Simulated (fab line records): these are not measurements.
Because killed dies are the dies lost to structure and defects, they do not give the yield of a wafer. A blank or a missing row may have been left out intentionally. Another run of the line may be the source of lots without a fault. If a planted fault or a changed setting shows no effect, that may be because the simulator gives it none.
fab line records	flow n5Finfet	part 1 of 2: steps 1 to 3 of 6
record: lots: 24	wafers: 72	lastDay: 17
route steps=1938 shown BEOL_M0_SAQP@699 BEOL_M0@722 BEOL_M1@808
lots with no fault: from the same line, run without faults
startH: hours from the record's first day to the start of the lot's first wafer shown	waitH: hours elapsed since this lot's preceding step	" the same as in the row above	L1.1+2: a row that stands for several wafers	- no value, or no start given	* or withheld: withheld	< > ~ a bound
route shown NAME@n: NAME is a module with steps in the file, n the number in the route of the first one	usual: mean/standard deviation taken from wafers without a fault	same: alike in all rows	chamber/n: place in a boat	sites: readings site by site	_std_site: how widely they spread, as a standard deviation	_edge_site: the outer-site mean with the inner-site mean subtracted	radiusMm: for every site, how far away it sits from the centre of the wafer	mask NAME#n: copy n	behind: tool/chamber where the wafer was last shaped	hold: cause of the lot's hold/its duration in hours/its outcome	device: the transistor (n, p or np) that didn't switch	end of line: the tests these same wafers got at the end of their route	step lacking rows: just its recipe	killed: the dies lost at the first sort to structure and to defects; this is not the yield of the wafer	map: a wafer's dies, x killed, . not, _ none there
set.NAME: the run value of the setting; set.NAME@STEP: its run value at that earlier step	model.NAME: the simulator's own value behind a step, which no gauge read
one table for each step of the route and one row for each wafer, over a sample of lots
services: a tool's chamber out of use, with start hour (startH, from the record's first day; less than 0 if before it), hours out, and reason
== steps ==
step: N5_BEOL_M0_SAQP_ETCH_49
recipe: chemistry: CF4/O2	targetDepthA: 370	target: SiO2	pressureMtorr: 40	sourceW: 535	biasW: 49	Ar_flow_sccm: 100	cf4FlowSccm: 100	O2_flow_sccm: 10	ionEnergyEv: 100
usual: drypumpMotorCurrentA: 6.0/0.56	oes_o_777_au: 0.80/0.084	oesProductAu: 0.80/0.08	rfVppV: 239/7.6	showerheadPlenumPTorr: 2.20/0.064	throttleValvePct: 15.75/0.21
lot.wafer	tool	chamber	startH	waitH	drypumpMotorCurrentA	oes_o_777_au	oesProductAu	rfHoursCounterH	rfVppV	showerheadPlenumPTorr	throttleValvePct
L075.2	rieDiel-01	3	122.71	0.3	6.3	0.77	0.75	162	236	2.19	15.54
L075.5	"	1	"	"	6.4	0.91	0.92	-	229	2.25	15.83
L075.6	"	2	"	"	6.8	0.78	0.81	-	243	2.14	15.47
L076.3	rieDiel-04	3	126.05	0.4	6.7	0.81	0.82	114	241	2.14	15.64
L076.4	"	0	"	"	6.1	0.72	0.74	162	258	2.29	15.92
L076.6	"	3	"	"	6.7	0.81	0.83	-	243	2.14	15.65
L077.2	rieDiel-02	1	133.87	0.3	5.4	0.73	0.76	151	241	2.21	15.80
L077.4	"	2	"	"	6.2	0.94	0.98	2	235	2.35	15.57
L077.6	"	3	"	"	6.0	0.73	0.72	-	247	2.21	16.19
L074.1	rieDiel-02	1	137.89	0.3	5.3	0.73	0.75	153	240	2.21	15.82
L074.3	"	0	"	"	5.6	0.71	0.69	237	228	2.24	16.08
L074.5	"	3	"	"	6.0	0.73	0.72	-	245	2.21	16.22
L078.4	rieDiel-02	0	140.72	0.3	5.6	0.71	0.70	238	226	2.24	16.06
L078.5	"	2	"	"	6.2	0.92	0.95	-	236	2.35	15.59
L078.6	"	1	"	"	5.3	0.73	0.76	-	241	2.21	15.81
L079.1	rieDiel-04	1	141.33	0.3	5.0	0.96	0.88	21	234	2.25	15.70
L079.3	"	2	"	"	5.7	0.75	0.75	155	242	2.12	15.72
L079.5	"	1	"	"	5.0	0.97	0.89	-	236	2.25	15.70
L080.2	rieDiel-04	1	146.87	0.3	5.0	0.97	0.88	23	235	2.25	15.72
L080.3	"	0	"	"	6.1	0.71	0.73	165	258	2.29	15.93
L080.6	"	2	"	"	5.8	0.75	0.73	-	243	2.12	15.73
L081.1	rieDiel-02	1	153.85	0.3	5.4	0.72	0.76	158	240	2.20	15.82
L081.4	"	2	"	"	6.2	0.90	0.94	9	236	2.35	15.62
L081.5	"	2	"	"	6.2	0.91	0.94	-	235	2.35	15.60
L082.2	rieDiel-02	0	165.65	0.3	5.6	0.70	0.69	247	229	2.24	16.08
L082.4	"	3	"	"	6.0	0.73	0.71	-	248	2.20	16.22
L082.5	"	0	"	"	5.6	0.70	0.69	-	228	2.24	16.09
L083.1	rieDiel-04	3	175.47	0.3	6.7	0.80	0.80	131	241	2.14	15.67
L083.3	"	2	"	"	5.7	0.73	0.74	167	245	2.12	15.75
L083.4	"	1	"	"	5.0	0.94	0.87	32	236	2.24	15.71
L084.1	rieDiel-01	0	177.72	0.3	5.1	0.88	0.89	36	243	2.15	15.45
L084.2	"	2	"	"	6.8	0.76	0.79	125	245	2.14	15.54
L084.4	"	3	"	"	6.3	0.77	0.73	179	235	2.18	15.57
L085.2	rieDiel-01	1	185.69	0.3	6.3	0.89	0.88	44	228	2.24	15.88
L085.3	"	2	"	"	6.8	0.76	0.78	127	243	2.13	15.53
L085.6	"	1	"	"	6.3	0.89	0.88	-	228	2.24	15.88
L086.2	rieDiel-04	0	192.67	0.3	6.1	0.70	0.72	177	260	2.28	15.95
L086.4	"	1	"	"	5.0	0.94	0.86	37	234	2.24	15.73
L086.5	"	1	"	"	5.0	0.94	0.86	-	235	2.24	15.74
L087.1	rieDiel-02	0	197.51	0.3	5.5	0.99	0.97	2	227	2.24	15.62
L087.5	"	1	"	"	5.4	0.72	0.75	-	240	2.20	15.83
L087.6	"	0	"	"	5.5	0.98	0.97	-	228	2.23	15.62
L088.4	rieDiel-01	3	199.92	0.3	6.3	0.76	0.73	185	238	2.18	15.58
L088.5	"	3	"	"	6.3	0.76	0.74	-	237	2.18	15.58
L088.6	"	2	"	"	6.8	0.76	0.79	-	244	2.13	15.54
L089.2	rieDiel-04	3	204.56	0.4	6.7	0.79	0.79	139	242	2.13	15.69
L089.5	"	3	"	"	6.7	0.79	0.79	-	242	2.13	15.69
L089.6	"	2	"	"	5.7	0.74	0.74	-	245	2.12	15.76
L090.2	rieDiel-01	2	211.07	0.3	6.8	0.76	0.78	135	243	2.13	15.55
L090.3	"	3	"	"	6.3	0.75	0.73	188	237	2.18	15.60
L090.5	"	3	"	"	6.3	0.75	0.72	-	235	2.18	15.60
L091.2	rieDiel-02	1	215.47	0.3	5.3	0.72	0.74	172	241	2.20	15.85
L091.5	"	1	"	"	5.3	0.72	0.73	-	242	2.20	15.84
L091.6	"	0	"	"	5.5	0.96	0.94	-	227	2.23	15.63
L092.2	rieDiel-01	3	218.91	0.3	6.3	0.75	0.72	191	238	2.18	15.59
L092.4	"	2	"	"	6.8	0.75	0.77	137	244	2.13	15.54
L092.5	"	2	"	"	6.8	0.76	0.77	-	243	2.13	15.55
L093.2	rieDiel-01	3	226.06	0.3	6.3	0.75	0.72	193	238	2.18	15.61
L093.3	"	0	"	"	5.1	0.87	0.85	51	243	2.15	15.47
L093.6	"	0	"	"	5.1	0.86	0.86	-	243	2.15	15.47
L094.2	rieDiel-02	1	230.85	0.3	5.4	0.71	0.74	177	240	2.20	15.84
L094.3	"	3	"	"	6.0	0.71	0.70	194	248	2.20	16.26
L094.5	"	0	"	"	5.6	0.95	0.93	-	227	2.23	15.63
L095.2	rieDiel-01	1	244.14	0.3	6.3	0.85	0.85	63	228	2.23	15.92
L095.4	"	3	"	"	6.2	0.75	0.72	199	237	2.18	15.62
L095.5	"	2	"	"	6.8	0.74	0.77	-	243	2.13	15.57
L096.1	rieDiel-04	3	245.35	0.3	6.7	0.78	0.78	152	241	2.13	15.72
L096.4	"	0	"	"	6.1	0.69	0.70	193	258	2.28	15.96
L096.6	"	0	"	"	6.1	0.70	0.71	-	258	2.28	15.97
L097.3	rieDiel-01	0	251.30	0.3	5.1	0.84	0.86	59	244	2.14	15.50
L097.4	"	2	"	"	6.8	0.74	0.77	143	243	2.13	15.57
L097.6	"	3	"	"	6.2	0.75	0.72	-	238	2.17	15.62
step: N5_BEOL_M0_STRIP_142
recipe: chemistry: N2/H2	timeS: 10	powerW: 450	tempC: 40	pressureMtorr: 20	rfFrequencyHz: 6e+07	biasPowerW: 7	n2FlowSccm: 200	h2FlowSccm: 200
usual: biasPowerW: 7.000/0.02	drypumpMotorCurrentA: 5.5/0.5	oesProductAu: 0.81/0.1	rfVppV: 59.2/0.82	showerheadPlenumPTorr: 2.54/0.07	throttleValvePct: 23.73/0.29
lot.wafer	tool	chamber	startH	waitH	biasPowerW	drypumpMotorCurrentA	oesProductAu	rfHoursCounterH	rfVppV	showerheadPlenumPTorr	throttleValvePct
L075.2	rieDiel-06	1	126.75	0.0	7.037	5.9	0.69	211	59.0	2.48	23.67
L075.5	"	0	"	"	7.009	5.3	0.92	-	59.5	2.61	23.62
L075.6	"	3	"	"	7.036	4.8	0.71	-	60.5	2.63	23.73
L076.3	rieDiel-05	3	127.92	0.0	6.962	6.1	0.71	180	58.7	2.54	23.96
L076.4	"	2	"	"	6.990	4.9	0.74	147	57.9	2.42	23.67
L076.6	"	1	"	"	6.999	5.1	0.88	-	59.8	2.59	23.48
L077.2	rieDiel-06	2	135.53	0.0	6.990	4.7	0.69	238	58.6	2.49	23.80
L077.4	"	3	"	"	7.012	4.8	0.71	191	59.8	2.63	23.71
L077.6	"	0	"	"	7.004	5.3	0.92	-	59.3	2.61	23.62
L074.1	rieDiel-05	2	144.67	0.0	6.967	4.9	0.75	153	58.3	2.41	23.70
L074.3	"	3	"	"	6.986	6.1	0.71	186	58.2	2.53	23.99
L074.5	"	3	"	"	6.958	6.1	0.71	-	59.5	2.53	23.98
L079.1	rieDiel-03	0	144.91	0.0	6.979	6.3	0.68	247	58.3	2.50	23.90
L079.3	"	2	"	"	6.990	5.8	0.91	25	60.1	2.61	24.20
L079.5	"	2	"	"	7.000	5.8	0.91	-	59.9	2.61	24.19
L078.4	rieDiel-03	2	148.59	0.0	7.050	5.8	0.92	27	59.7	2.61	24.21
L078.5	"	0	"	"	6.984	6.3	0.69	-	59.9	2.50	23.92
L078.6	"	1	"	"	7.003	5.9	0.99	-	59.9	2.48	23.41
L080.2	rieDiel-05	0	149.62	0.0	6.998	5.9	0.90	34	58.5	2.46	23.26
L080.3	"	3	"	"	6.999	6.1	0.71	189	60.1	2.53	23.99
L080.6	"	0	"	"	7.011	5.9	0.89	-	58.2	2.46	23.25
L081.1	rieDiel-06	1	155.70	0.0	7.054	5.9	0.68	221	58.6	2.48	23.66
L081.4	"	3	"	"	6.987	4.8	0.70	199	61.0	2.62	23.72
L081.5	"	2	"	"	6.992	4.7	0.68	-	59.8	2.48	23.79
L082.2	rieDiel-03	2	170.37	0.0	6.997	5.8	0.89	36	59.0	2.61	24.21
L082.4	"	2	"	"	6.972	5.8	0.89	-	60.4	2.61	24.22
L082.5	"	1	"	"	6.993	5.9	0.95	-	57.7	2.48	23.42
L083.1	rieDiel-06	3	177.25	0.0	7.017	4.8	0.70	209	58.7	2.62	23.72
L083.3	"	1	"	"	6.971	5.9	0.67	231	58.9	2.47	23.69
L083.4	"	3	"	"	6.980	4.9	0.69	-	58.5	2.62	23.73
L084.1	rieDiel-06	1	181.32	0.0	6.973	5.9	0.67	234	59.0	2.47	23.69
L084.2	"	3	"	"	7.023	4.9	0.69	212	59.0	2.62	23.72
L084.4	"	0	"	"	7.022	5.3	0.88	-	59.3	2.60	23.64
L085.2	rieDiel-03	3	190.79	0.0	6.971	5.5	0.70	245	59.7	2.63	24.29
L085.3	"	1	"	"	6.970	5.8	0.92	17	60.0	2.47	23.42
L085.6	"	2	"	"	6.978	5.8	0.88	-	58.9	2.60	24.22
L086.2	rieDiel-03	3	194.17	0.0	6.989	5.5	0.70	246	60.0	2.63	24.30
L086.4	"	2	"	"	7.012	5.8	0.88	45	58.0	2.60	24.22
L086.5	"	3	"	"	6.987	5.5	0.70	-	58.3	2.63	24.32
L087.1	rieDiel-03	0	199.98	0.0	6.971	6.3	0.98	9	59.7	2.50	23.81
L087.5	"	0	"	"	7.009	6.3	0.98	-	59.4	2.50	23.79
L087.6	"	3	"	"	6.985	5.5	0.70	-	59.4	2.63	24.31
L088.4	rieDiel-06	0	201.49	0.0	6.984	5.2	0.86	45	59.0	2.59	23.65
L088.5	"	1	"	"	6.967	5.9	0.66	-	58.5	2.47	23.71
L088.6	"	2	"	"	7.024	4.7	0.96	-	57.3	2.48	23.48
L089.2	rieDiel-05	0	209.64	0.0	6.985	5.9	0.86	54	59.0	2.45	23.27
L089.5	"	0	"	"	7.003	5.9	0.87	-	58.6	2.45	23.30
L089.6	"	1	"	"	7.022	5.1	0.84	-	60.0	2.58	23.53
L090.2	rieDiel-05	3	214.26	0.0	6.976	6.1	0.70	210	60.2	2.52	23.99
L090.3	"	0	"	"	6.992	5.9	0.85	56	58.6	2.45	23.29
L090.5	"	1	"	"	7.005	5.1	0.84	-	58.9	2.58	23.52
L091.2	rieDiel-06	1	218.28	0.0	7.015	5.9	0.66	247	58.5	2.46	23.71
L091.5	"	3	"	"	7.005	4.8	0.68	-	58.7	2.61	23.76
L091.6	"	2	"	"	7.000	4.7	0.94	-	59.4	2.48	23.49
L092.2	rieDiel-03	2	220.55	0.0	7.016	5.8	0.86	56	59.1	2.60	24.24
L092.4	"	2	"	"	6.995	5.8	0.87	-	58.9	2.60	24.25
L092.5	"	2	"	"	7.015	5.8	0.86	-	59.9	2.60	24.24
L093.2	rieDiel-05	0	230.59	0.0	7.007	5.9	0.84	64	58.5	2.45	23.31
L093.3	"	3	"	"	7.028	6.1	0.68	219	59.4	2.52	24.03
L093.6	"	1	"	"	6.999	5.1	0.83	-	58.6	2.57	23.54
L094.2	rieDiel-05	1	235.87	0.0	7.017	5.1	0.83	57	59.7	2.57	23.54
L094.3	"	2	"	"	7.022	4.8	0.73	181	57.9	2.40	23.72
L094.5	"	0	"	"	7.009	5.9	0.85	-	58.4	2.45	23.31
L096.1	rieDiel-06	2	247.55	0.0	6.960	4.7	0.92	16	59.1	2.47	23.50
L096.4	"	2	"	"	7.004	4.7	0.91	-	58.9	2.47	23.49
L096.6	"	0	"	"	6.996	5.3	0.86	-	59.4	2.59	23.66
L095.2	rieDiel-03	2	247.70	0.0	7.027	5.8	0.84	68	58.0	2.59	24.24
L095.4	"	3	"	"	6.996	5.5	0.92	10	59.5	2.62	24.02
L095.5	"	3	"	"	6.988	5.5	0.92	-	58.5	2.62	24.02
L097.3	rieDiel-06	2	253.82	0.0	7.015	4.7	0.92	19	59.8	2.47	23.50
L097.4	"	2	"	"	7.018	4.7	0.90	-	58.3	2.47	23.50
L097.6	"	0	"	"	7.008	5.2	0.84	-	60.1	2.59	23.68
step: N5_BEOL_M0_ETCH_109
recipe: chemistry: CH3F/O2	targetDepthA: 80	overetchA: 24	target: SiCN	timeS: 27.4	ionEnergyEv: 120	pressureMtorr: 30	sourceW: 395	biasW: 75	Ar_flow_sccm: 150	CH3F_flow_sccm: 30	O2_flow_sccm: 20
usual: drypumpMotorCurrentA: 5.5/0.51	oesProductAu: 0.69/0.081	rfVppV: 297.3/1.2	showerheadPlenumPTorr: 1.99/0.047	throttleValvePct: 16.35/0.24
lot.wafer	tool	chamber	startH	waitH	drypumpMotorCurrentA	oesProductAu	rfHoursCounterH	rfVppV	showerheadPlenumPTorr	throttleValvePct
L075.2	rieDiel-05	3	127.21	0.3	6.1	0.62	180	298.7	1.99	16.48
L075.5	"	2	"	"	4.9	0.65	-	295.7	1.92	16.41
L075.6	"	3	"	"	6.1	0.63	-	297.7	1.99	16.47
L076.3	rieDiel-05	0	128.11	0.0	5.9	0.76	26	297.5	1.96	16.33
L076.4	"	1	"	"	5.0	0.78	15	297.0	2.04	16.08
L076.6	"	0	"	"	5.9	0.78	-	298.1	1.96	16.34
L077.2	rieDiel-06	3	136.09	0.4	4.8	0.61	192	299.0	2.10	16.69
L077.4	"	1	"	"	5.9	0.59	214	296.6	1.98	16.71
L077.6	"	1	"	"	5.9	0.61	-	297.6	1.98	16.70
L074.1	rieDiel-06	3	144.96	0.1	4.8	0.60	194	299.1	2.10	16.68
L074.3	"	0	"	"	5.2	0.76	20	299.5	2.06	15.99
L074.5	"	1	"	"	5.9	0.60	-	297.3	1.98	16.70
L079.1	rieDiel-03	0	145.30	0.2	6.3	0.59	248	296.7	1.99	16.79
L079.3	"	2	"	"	5.8	0.80	25	297.5	2.04	16.01
L079.5	"	3	"	"	5.5	0.62	-	297.8	2.04	16.49
L078.4	rieDiel-06	0	149.54	0.8	5.2	0.78	22	297.5	2.06	15.99
L078.5	"	2	"	"	4.7	0.58	-	297.8	1.96	16.57
L078.6	"	1	"	"	5.9	0.59	-	298.1	1.98	16.72
L080.2	rieDiel-05	2	149.81	0.0	4.8	0.63	156	294.6	1.92	16.42
L080.3	"	0	"	"	5.9	0.74	34	297.3	1.96	16.35
L080.6	"	3	"	"	6.0	0.61	-	297.0	1.98	16.49
L081.1	rieDiel-03	1	155.89	0.0	5.9	0.81	3	296.5	1.95	16.07
L081.4	"	1	"	"	5.9	0.83	-	298.0	1.95	16.05
L081.5	"	3	"	"	5.5	0.61	-	298.6	2.04	16.52
L082.2	rieDiel-03	1	170.58	0.0	5.9	0.82	10	298.2	1.94	16.08
L082.4	"	1	"	"	5.9	0.81	-	296.0	1.94	16.08
L082.5	"	1	"	"	5.9	0.82	-	296.4	1.94	16.07
L083.1	rieDiel-05	3	177.60	0.1	6.1	0.61	198	296.2	1.98	16.52
L083.3	"	1	"	"	5.1	0.73	33	298.8	2.03	16.11
L083.4	"	0	"	"	5.9	0.74	43	298.5	1.96	16.38
L084.1	rieDiel-05	3	181.68	0.2	6.1	0.61	200	295.5	1.98	16.51
L084.2	"	0	"	"	5.9	0.74	45	296.9	1.96	16.37
L084.4	"	1	"	"	5.1	0.72	35	296.9	2.03	16.11
L085.2	rieDiel-05	0	190.98	0.0	5.9	0.73	47	297.1	1.96	16.38
L085.3	"	1	"	"	5.1	0.72	37	298.2	2.03	16.10
L085.6	"	2	"	"	4.8	0.62	-	295.7	1.91	16.45
L086.2	rieDiel-05	1	194.78	0.5	5.1	0.73	39	298.9	2.03	16.10
L086.4	"	2	"	"	4.8	0.62	172	296.0	1.91	16.45
L086.5	"	2	"	"	4.8	0.63	-	294.6	1.91	16.45
L087.1	rieDiel-03	2	200.17	0.0	5.8	0.76	48	297.9	2.03	16.05
L087.5	"	0	"	"	6.3	0.83	-	296.9	1.98	16.39
L087.6	"	3	"	"	5.5	0.60	-	298.3	2.03	16.52
L088.4	rieDiel-03	0	201.68	0.0	6.3	0.81	10	296.4	1.98	16.38
L088.5	"	3	"	"	5.5	0.59	-	298.6	2.03	16.54
L088.6	"	2	"	"	5.8	0.76	-	299.0	2.04	16.06
L089.2	rieDiel-06	0	209.84	0.0	5.3	0.72	48	296.8	2.05	16.04
L089.5	"	1	"	"	5.9	0.59	-	294.9	1.97	16.75
L089.6	"	2	"	"	4.7	0.79	-	296.4	1.95	16.15
L090.2	rieDiel-06	0	214.45	0.0	5.2	0.73	49	296.9	2.05	16.05
L090.3	"	2	"	"	4.7	0.80	8	296.0	1.95	16.12
L090.5	"	1	"	"	5.9	0.56	-	296.8	1.97	16.77
L091.2	rieDiel-05	1	218.52	0.0	5.1	0.73	47	298.8	2.03	16.12
L091.5	"	3	"	"	6.1	0.61	-	297.9	1.98	16.53
L091.6	"	0	"	"	5.9	0.74	-	296.2	1.95	16.38
L092.2	rieDiel-05	0	220.98	0.2	5.9	0.73	58	295.9	1.95	16.39
L092.4	"	1	"	"	5.1	0.71	-	298.2	2.03	16.12
L092.5	"	0	"	"	5.9	0.72	-	295.2	1.95	16.41
L093.2	rieDiel-05	0	231.65	0.9	5.9	0.73	65	297.6	1.95	16.41
L093.3	"	1	"	"	5.1	0.71	55	299.3	2.02	16.14
L093.6	"	3	"	"	6.1	0.62	-	297.6	1.97	16.54
L094.2	rieDiel-05	0	236.14	0.1	5.9	0.71	67	296.5	1.95	16.41
L094.3	"	3	"	"	6.1	0.59	222	296.3	1.97	16.55
L094.5	"	1	"	"	5.0	0.70	-	298.5	2.02	16.16
L096.1	rieDiel-03	0	247.84	0.1	6.3	0.77	26	296.7	1.98	16.44
L096.4	"	2	"	"	5.8	0.74	68	297.6	2.03	16.10
L096.6	"	2	"	"	5.8	0.72	-	297.4	2.03	16.08
L095.2	rieDiel-06	2	247.94	0.1	4.7	0.77	16	296.7	1.95	16.16
L095.4	"	3	"	"	4.8	0.58	-	299.2	2.08	16.77
L095.5	"	0	"	"	5.3	0.74	-	297.8	2.05	16.09
L097.3	rieDiel-03	1	254.02	0.0	5.9	0.73	44	296.4	1.93	16.15
L097.4	"	3	"	"	5.5	0.81	13	299.4	2.03	16.10
L097.6	"	3	"	"	5.5	0.79	-	297.2	2.02	16.11
